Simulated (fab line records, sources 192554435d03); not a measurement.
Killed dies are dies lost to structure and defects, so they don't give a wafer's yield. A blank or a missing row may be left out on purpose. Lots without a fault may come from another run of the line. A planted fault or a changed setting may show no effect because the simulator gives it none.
Chamber matching | flow n5_finfet | N5_BEOL_M0_STRIP_142 on rie_diel-01: 4 sister chambers
The step strips in N2/H2, time 10 s. 33 wafers are shown with their chamber, then 12 later ones without.

WAFERS WITH THEIR CHAMBER
wafer  | chamber | drypump_motor_current_A (A) | throttle_valve_pct (%) | showerhead_plenum_p_Torr (Torr)
L076.1 | 2       | 5.5                         | 23.47                  | 2.54
L076.2 | 1       | 4.9                         | 23.36                  | 2.49
L076.3 | 3       | 5.8                         | 23.44                  | 2.61
L076.4 | 1       | 4.9                         | 23.37                  | 2.49
L076.5 | 2       | 5.5                         | 23.48                  | 2.54
L076.6 | 3       | 5.8                         | 23.44                  | 2.61
L077.1 | 1       | 4.9                         | 23.38                  | 2.49
L077.5 | 2       | 5.5                         | 23.49                  | 2.53
L077.6 | 1       | 4.9                         | 23.37                  | 2.49
L081.1 | 0       | 5.3                         | 23.91                  | 2.61
L081.2 | 1       | 4.8                         | 23.39                  | 2.49
L081.6 | 2       | 5.5                         | 23.50                  | 2.53
L084.1 | 2       | 5.5                         | 23.53                  | 2.53
L084.3 | 0       | 5.4                         | 23.92                  | 2.61
L084.6 | 3       | 5.8                         | 23.47                  | 2.60
L087.1 | 2       | 5.5                         | 23.51                  | 2.52
L087.2 | 1       | 4.8                         | 23.40                  | 2.48
L087.3 | 3       | 5.8                         | 23.47                  | 2.59
L087.4 | 0       | 5.4                         | 23.95                  | 2.61
L087.5 | 3       | 5.8                         | 23.45                  | 2.59
L087.6 | 0       | 5.3                         | 23.95                  | 2.61
L088.1 | 0       | 5.4                         | 23.94                  | 2.61
L088.2 | 3       | 5.8                         | 23.47                  | 2.59
L088.3 | 1       | 4.9                         | 23.41                  | 2.48
L088.4 | 2       | 5.5                         | 23.53                  | 2.52
L088.5 | 2       | 5.5                         | 23.51                  | 2.52
L088.6 | 3       | 5.8                         | 23.47                  | 2.59
L091.1 | 1       | 4.9                         | 23.40                  | 2.48
L091.5 | 2       | 5.5                         | 23.52                  | 2.52
L091.6 | 3       | 5.8                         | 23.47                  | 2.59
L093.1 | 3       | 5.8                         | 23.49                  | 2.59
L093.2 | 0       | 5.3                         | 23.97                  | 2.60
L093.3 | 1       | 4.9                         | 23.42                  | 2.48

SIGNATURES (means of the wafers above)
reading                  | chamber 0 | chamber 1 | chamber 2 | chamber 3 | scatter within a chamber
drypump_motor_current_A  | 5.350     | 4.878     | 5.500     | 5.800     | 0.0325
throttle_valve_pct       | 23.9400   | 23.3889   | 23.5044   | 23.4633   | 0.0199
showerhead_plenum_p_Torr | 2.6083    | 2.4856    | 2.5278    | 2.5956    | 0.00715
Rule: a wafer's distance from a chamber is the root of the sum, over the readings, of the square of ((its reading less the chamber's mean) divided by the reading's scatter). The wafer belongs to the nearest chamber; if the next one is less than 2 further off, it can't be placed. The scatter: the root of (the sum of the squares of (reading less its chamber's mean) over the shown wafers, divided by (wafers less chambers)).

WAFERS WITHOUT THEIR CHAMBER
wafer  | drypump_motor_current_A (A) | throttle_valve_pct (%) | showerhead_plenum_p_Torr (Torr)
L093.4 | 5.5                         | 23.54                  | 2.52
L093.5 | 5.5                         | 23.53                  | 2.52
L093.6 | 4.9                         | 23.43                  | 2.48
L095.1 | 5.8                         | 23.49                  | 2.59
L095.2 | 5.3                         | 23.96                  | 2.60
L095.3 | 4.9                         | 23.41                  | 2.48
L095.4 | 5.5                         | 23.54                  | 2.52
L095.5 | 5.4                         | 23.96                  | 2.60
L095.6 | 4.9                         | 23.43                  | 2.48
L096.2 | 4.8                         | 23.43                  | 2.48
L096.4 | 5.5                         | 23.55                  | 2.51
L096.6 | 5.5                         | 23.55                  | 2.51

WHICH CHAMBER EACH WENT THROUGH
wafer  | from the rows above | in truth
L093.4 | 2                   | 2
L093.5 | 2                   | 2
L093.6 | 1                   | 1
L095.1 | 3                   | 3
L095.2 | 0                   | 0
L095.3 | 1                   | 1
L095.4 | 2                   | 2
L095.5 | 0                   | 0
L095.6 | 1                   | 1
L096.2 | 1                   | 1
L096.4 | 2                   | 2
L096.6 | 2                   | 2
Placed correctly: 12 of 12. Can't be placed from these rows: 0. Placed wrongly: 0.
